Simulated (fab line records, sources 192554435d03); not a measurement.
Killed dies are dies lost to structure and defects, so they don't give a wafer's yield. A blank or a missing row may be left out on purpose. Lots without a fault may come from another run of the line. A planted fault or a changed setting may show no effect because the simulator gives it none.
Chamber matching | flow n5_finfet | N5_BEOL_M2_PECVD_72 on pecvd-04: 3 sister chambers
The step deposits SiO2 from TEOS/O2, target thk 16 nm, time 18 s. 14 wafers are shown with their chamber, then 7 later ones without.

WAFERS WITH THEIR CHAMBER
wafer  | chamber | showerhead_plenum_p_Torr (Torr) | throttle_valve_pct (%) | heater_power_outer_w (W)
L078.1 | 0       | 8.68                            | 24.7                   | 426
L078.2 | 1       | 8.93                            | 22.2                   | 472
L078.3 | 2       | 8.70                            | 21.5                   | 291
L080.2 | 1       | 8.92                            | 22.1                   | 437
L080.4 | 2       | 8.69                            | 21.8                   | 341
L080.5 | 0       | 8.72                            | 24.9                   | 466
L081.1 | 0       | 8.72                            | 24.8                   | 452
L081.4 | 0       | 8.71                            | 24.6                   | 459
L081.5 | 1       | 8.89                            | 22.3                   | 462
L084.1 | 2       | 8.70                            | 21.6                   | 352
L084.2 | 1       | 8.92                            | 21.9                   | 484
L084.5 | 2       | 8.69                            | 22.1                   | 349
L088.1 | 1       | 8.93                            | 22.0                   | 390
L088.4 | 2       | 8.70                            | 22.0                   | 278

SIGNATURES (means of the wafers above)
reading                  | chamber 0 | chamber 1 | chamber 2 | scatter within a chamber
showerhead_plenum_p_Torr | 8.7075    | 8.9180    | 8.6960    | 0.0144
throttle_valve_pct       | 24.750    | 22.100    | 21.800    | 0.193
heater_power_outer_w     | 450.75    | 449.00    | 322.20    | 32.1
Rule: a wafer's distance from a chamber is the root of the sum, over the readings, of the square of ((its reading less the chamber's mean) divided by the reading's scatter). The wafer belongs to the nearest chamber; if the next one is less than 2 further off, it can't be placed. The scatter: the root of (the sum of the squares of (reading less its chamber's mean) over the shown wafers, divided by (wafers less chambers)).

WAFERS WITHOUT THEIR CHAMBER
wafer  | showerhead_plenum_p_Torr (Torr) | throttle_valve_pct (%) | heater_power_outer_w (W)
L088.5 | 8.68                            | 25.1                   | 415
L090.2 | 8.91                            | 22.2                   | 389
L090.3 | 8.69                            | 21.6                   | 312
L090.6 | 8.71                            | 21.6                   | 311
L092.2 | 8.93                            | 22.1                   | 363
L092.4 | 8.93                            | 21.7                   | 375
L092.5 | 8.73                            | 21.7                   | 327

WHICH CHAMBER EACH WENT THROUGH
wafer  | from the rows above | in truth
L088.5 | 0                   | 0
L090.2 | 1                   | 1
L090.3 | 2                   | 2
L090.6 | 2                   | 2
L092.2 | 1                   | 1
L092.4 | 1                   | 1
L092.5 | 2                   | 2
Placed correctly: 7 of 7. Can't be placed from these rows: 0. Placed wrongly: 0.
